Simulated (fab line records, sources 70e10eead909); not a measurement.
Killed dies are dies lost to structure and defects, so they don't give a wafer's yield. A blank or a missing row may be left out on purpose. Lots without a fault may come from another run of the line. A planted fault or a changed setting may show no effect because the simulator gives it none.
Chamber matching | flow nand_harc | NHARC_A_CONTACT_DEP_85 on pecvd-01: 3 sister chambers
The step deposits SiON, target thk 50 nm. 3 wafers are shown with their chamber, then 12 later ones without.

WAFERS WITH THEIR CHAMBER
wafer  | chamber | heater_power_w (W)
L095.4 | 0       | 713
L095.5 | 1       | 835
L095.6 | 2       | 811

WAFERS WITHOUT THEIR CHAMBER
wafer  | heater_power_w (W)
L092.1 | 692
L092.5 | 722
L092.6 | 722
L097.1 | 752
L097.2 | 711
L097.4 | 771
L097.3 | 771
L097.5 | 773
L097.6 | 722
L096.3 | 851
L096.4 | 840
L096.6 | 767

WHICH CHAMBER EACH WENT THROUGH
wafer  | from the rows above          | in truth
L092.1 | 0                            | 0
L092.5 | 0                            | 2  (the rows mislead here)
L092.6 | 0                            | 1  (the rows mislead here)
L097.1 | can't be placed: 0 or 2 or 1 | 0
L097.2 | 0                            | 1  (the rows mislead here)
L097.4 | can't be placed: 2 or 0 or 1 | 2
L097.3 | can't be placed: 2 or 0 or 1 | 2
L097.5 | can't be placed: 2 or 0 or 1 | 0
L097.6 | 0                            | 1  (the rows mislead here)
L096.3 | can't be placed: 1 or 2      | 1
L096.4 | can't be placed: 1 or 2      | 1
L096.6 | can't be placed: 2 or 0 or 1 | 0
Placed correctly: 1 of 12. Can't be placed from these rows: 7 (the true chamber is among the candidates in 7). Placed wrongly: 4.
How it was worked out, from the rows above alone: a wafer's distance from a chamber is the root of the sum, over the readings, of the square of ((its reading less the chamber's mean) divided by the reading's scatter). The wafer belongs to the nearest chamber; if the next one is less than 2 further off, it can't be placed. A chamber's mean is the mean of its shown wafers. The scatter: with one shown wafer a chamber, the root of the mean of the squares of how far each hidden wafer lies from its nearest shown one.
